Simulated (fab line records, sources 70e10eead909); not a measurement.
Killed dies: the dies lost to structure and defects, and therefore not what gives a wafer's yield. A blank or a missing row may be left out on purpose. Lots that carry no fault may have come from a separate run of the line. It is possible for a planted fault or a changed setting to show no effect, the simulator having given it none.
Matching of chambers ; flow nand-harc ; ald-metal-02 running NHARC_P_CONTACT_ALD_22: 4 sister chambers
The step deposits TiN, target thk 3 nm, pulse time 1 s, ald cycles 150. 8 wafers are shown with their chamber, then 12 later ones without.

== WAFERS PAIRED WITH THEIR CHAMBERS ==
wafer;chamber;heater-power-w (W);precursor-pulse-height-rel
L081.5;3;1023;0.995
L083.5;0;840;1.009
L084.1;1;1155;0.957
L084.2;2;1203;0.989
L084.4;3;989;1.019
L085.1;1;1126;0.980
L085.3;0;851;1.008
L085.6;2;1186;1.006

== WAFERS MISSING THEIR CHAMBER ==
wafer;heater-power-w (W);precursor-pulse-height-rel
L086.1;1142;1.033
L086.5;1197;0.981
L086.6;1135;0.977
L090.2;1190;0.993
L090.4;986;1.007
L090.5;1192;0.987
L092.4;962;0.996
L092.5;1192;0.984
L092.6;1167;1.009
L097.2;956;1.029
L097.3;851;0.976
L097.5;1176;1.036

== EACH ONE'S CHAMBER ==
wafer;from the rows above;in truth
L086.1;can't be placed: 2 or 1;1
L086.5;2;2
L086.6;1;1
L090.2;2;2
L090.4;3;3
L090.5;2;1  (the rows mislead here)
L092.4;3;3
L092.5;2;2
L092.6;can't be placed: 2 or 1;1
L097.2;3;3
L097.3;0;0
L097.5;2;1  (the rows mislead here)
Correctly placed: 8 of 12. Unplaceable from these rows: 2, with the true chamber sitting among the candidates in 2. Number placed wrongly: 2.
How it was worked out, from the rows above alone: a wafer's distance from a chamber is the root of the sum, over the readings, of the square of ((its reading less the chamber's mean) divided by the reading's scatter). If the next closest chamber is less than 2 further off than the closest, the wafer can't be placed; otherwise it belongs to the closest. For every chamber, the mean is computed from those of its wafers that are shown. The scatter: take each reading less its chamber's mean, square it, sum over the shown wafers, divide by the number of wafers less the number of chambers, and take the root.
